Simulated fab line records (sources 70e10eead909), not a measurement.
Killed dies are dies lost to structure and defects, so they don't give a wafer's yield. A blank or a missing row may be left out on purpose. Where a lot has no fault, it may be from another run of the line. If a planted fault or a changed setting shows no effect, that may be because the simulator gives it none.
Chamber matching :: flow nand-harc :: rie-diel-02 running NHARC_A_BLC_STRIP_29: 4 sister chambers
The step strips in CF4. 30 wafers are shown with their chamber, then 12 later ones without.

WAFERS WITH THEIR CHAMBER
wafer: L074.3
chamber: 2
drypump-motor-current-A (A): 6.0
oes-product-au (a.u.): 1.006
rf-vpp-V (V): 60.5

wafer: L074.5
chamber: 2
drypump-motor-current-A (A): 6.0
oes-product-au (a.u.): 0.999
rf-vpp-V (V): 59.1

wafer: L074.6
chamber: 1
drypump-motor-current-A (A): 5.7
oes-product-au (a.u.): 1.005
rf-vpp-V (V): 58.4

wafer: L077.2
chamber: 1
drypump-motor-current-A (A): 5.7
oes-product-au (a.u.): 0.999
rf-vpp-V (V): 58.3

wafer: L077.5
chamber: 1
drypump-motor-current-A (A): 5.7
oes-product-au (a.u.): 0.996
rf-vpp-V (V): 58.0

wafer: L077.6
chamber: 2
drypump-motor-current-A (A): 6.0
oes-product-au (a.u.): 1.008
rf-vpp-V (V): 60.7

wafer: L080.1
chamber: 2
drypump-motor-current-A (A): 6.0
oes-product-au (a.u.): 1.010
rf-vpp-V (V): 60.5

wafer: L080.2
chamber: 1
drypump-motor-current-A (A): 5.7
oes-product-au (a.u.): 1.005
rf-vpp-V (V): 58.4

wafer: L080.3
chamber: 3
drypump-motor-current-A (A): 5.8
oes-product-au (a.u.): 1.009
rf-vpp-V (V): 60.0

wafer: L083.2
chamber: 0
drypump-motor-current-A (A): 5.5
oes-product-au (a.u.): 0.990
rf-vpp-V (V): 58.7

wafer: L083.4
chamber: 3
drypump-motor-current-A (A): 5.8
oes-product-au (a.u.): 1.011
rf-vpp-V (V): 60.5

wafer: L083.5
chamber: 2
drypump-motor-current-A (A): 5.9
oes-product-au (a.u.): 1.009
rf-vpp-V (V): 58.6

wafer: L081.1
chamber: 1
drypump-motor-current-A (A): 5.7
oes-product-au (a.u.): 1.003
rf-vpp-V (V): 59.6

wafer: L081.3
chamber: 3
drypump-motor-current-A (A): 5.8
oes-product-au (a.u.): 1.002
rf-vpp-V (V): 60.1

wafer: L081.6
chamber: 3
drypump-motor-current-A (A): 5.8
oes-product-au (a.u.): 1.014
rf-vpp-V (V): 59.5

wafer: L085.2
chamber: 3
drypump-motor-current-A (A): 5.8
oes-product-au (a.u.): 1.002
rf-vpp-V (V): 59.6

wafer: L085.3
chamber: 0
drypump-motor-current-A (A): 5.5
oes-product-au (a.u.): 0.992
rf-vpp-V (V): 59.7

wafer: L085.4
chamber: 2
drypump-motor-current-A (A): 5.9
oes-product-au (a.u.): 1.003
rf-vpp-V (V): 58.2

wafer: L084.1
chamber: 2
drypump-motor-current-A (A): 5.9
oes-product-au (a.u.): 1.015
rf-vpp-V (V): 62.2

wafer: L084.2
chamber: 1
drypump-motor-current-A (A): 5.7
oes-product-au (a.u.): 1.005
rf-vpp-V (V): 58.5

wafer: L084.4
chamber: 0
drypump-motor-current-A (A): 5.5
oes-product-au (a.u.): 1.004
rf-vpp-V (V): 60.3

wafer: L086.2
chamber: 3
drypump-motor-current-A (A): 5.8
oes-product-au (a.u.): 1.014
rf-vpp-V (V): 59.8

wafer: L086.4
chamber: 2
drypump-motor-current-A (A): 6.0
oes-product-au (a.u.): 0.999
rf-vpp-V (V): 59.1

wafer: L086.5
chamber: 2
drypump-motor-current-A (A): 6.0
oes-product-au (a.u.): 0.993
rf-vpp-V (V): 60.9

wafer: L089.1
chamber: 1
drypump-motor-current-A (A): 5.7
oes-product-au (a.u.): 1.002
rf-vpp-V (V): 58.9

wafer: L089.2
chamber: 3
drypump-motor-current-A (A): 5.8
oes-product-au (a.u.): 1.004
rf-vpp-V (V): 58.8

wafer: L089.5
chamber: 2
drypump-motor-current-A (A): 6.0
oes-product-au (a.u.): 1.005
rf-vpp-V (V): 59.0

wafer: L088.1
chamber: 3
drypump-motor-current-A (A): 5.8
oes-product-au (a.u.): 1.004
rf-vpp-V (V): 59.7

wafer: L088.2
chamber: 1
drypump-motor-current-A (A): 5.7
oes-product-au (a.u.): 0.987
rf-vpp-V (V): 58.2

wafer: L088.3
chamber: 2
drypump-motor-current-A (A): 6.0
oes-product-au (a.u.): 1.005
rf-vpp-V (V): 59.6

SIGNATURES (averages over the wafers above)
reading: drypump-motor-current-A
chamber 0: 5.500
chamber 1: 5.700
chamber 2: 5.973
chamber 3: 5.800
scatter within a chamber: 0.029

reading: oes-product-au
chamber 0: 0.99533
chamber 1: 1.00025
chamber 2: 1.00473
chamber 3: 1.00750
scatter within a chamber: 0.00602

reading: rf-vpp-V
chamber 0: 59.567
chamber 1: 58.538
chamber 2: 59.855
chamber 3: 59.750
scatter within a chamber: 0.859
Rule: distance of a wafer from a chamber = root of the sum over the readings of ((wafer's reading minus chamber's mean) / reading's scatter) squared. If the next closest chamber is less than 2 further off than the closest, the wafer can't be placed; otherwise it belongs to the closest. The scatter is the square root of a quotient: the sum, over the shown wafers, of each reading's squared deviation from its chamber's mean, divided by wafers minus chambers.

WAFERS WHOSE CHAMBER IS MISSING
wafer: L094.3
drypump-motor-current-A (A): 5.5
oes-product-au (a.u.): 1.007
rf-vpp-V (V): 58.8

wafer: L094.4
drypump-motor-current-A (A): 5.8
oes-product-au (a.u.): 1.005
rf-vpp-V (V): 59.8

wafer: L094.6
drypump-motor-current-A (A): 5.8
oes-product-au (a.u.): 1.004
rf-vpp-V (V): 60.0

wafer: L095.1
drypump-motor-current-A (A): 5.5
oes-product-au (a.u.): 1.007
rf-vpp-V (V): 60.2

wafer: L095.4
drypump-motor-current-A (A): 6.0
oes-product-au (a.u.): 0.989
rf-vpp-V (V): 60.1

wafer: L095.5
drypump-motor-current-A (A): 5.5
oes-product-au (a.u.): 0.990
rf-vpp-V (V): 60.0

wafer: L097.3
drypump-motor-current-A (A): 5.5
oes-product-au (a.u.): 0.992
rf-vpp-V (V): 59.9

wafer: L097.4
drypump-motor-current-A (A): 5.9
oes-product-au (a.u.): 1.001
rf-vpp-V (V): 59.2

wafer: L097.6
drypump-motor-current-A (A): 5.5
oes-product-au (a.u.): 0.998
rf-vpp-V (V): 60.4

wafer: L096.2
drypump-motor-current-A (A): 6.0
oes-product-au (a.u.): 1.002
rf-vpp-V (V): 58.6

wafer: L096.3
drypump-motor-current-A (A): 5.7
oes-product-au (a.u.): 1.009
rf-vpp-V (V): 58.1

wafer: L096.6
drypump-motor-current-A (A): 5.5
oes-product-au (a.u.): 1.009
rf-vpp-V (V): 59.8

CHAMBER TAKEN BY EACH
wafer: L094.3
from the rows above: 0
in truth: 0

wafer: L094.4
from the rows above: 3
in truth: 3

wafer: L094.6
from the rows above: 3
in truth: 3

wafer: L095.1
from the rows above: 0
in truth: 0

wafer: L095.4
from the rows above: 2
in truth: 2

wafer: L095.5
from the rows above: 0
in truth: 0

wafer: L097.3
from the rows above: 0
in truth: 0

wafer: L097.4
from the rows above: can't be placed: 2 or 3
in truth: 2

wafer: L097.6
from the rows above: 0
in truth: 0

wafer: L096.2
from the rows above: 2
in truth: 2

wafer: L096.3
from the rows above: 1
in truth: 1

wafer: L096.6
from the rows above: 0
in truth: 0
11 of 12 placed correctly. Not placeable from these rows: 1 (in 1, the candidates include the true chamber). Number placed wrongly: 0.
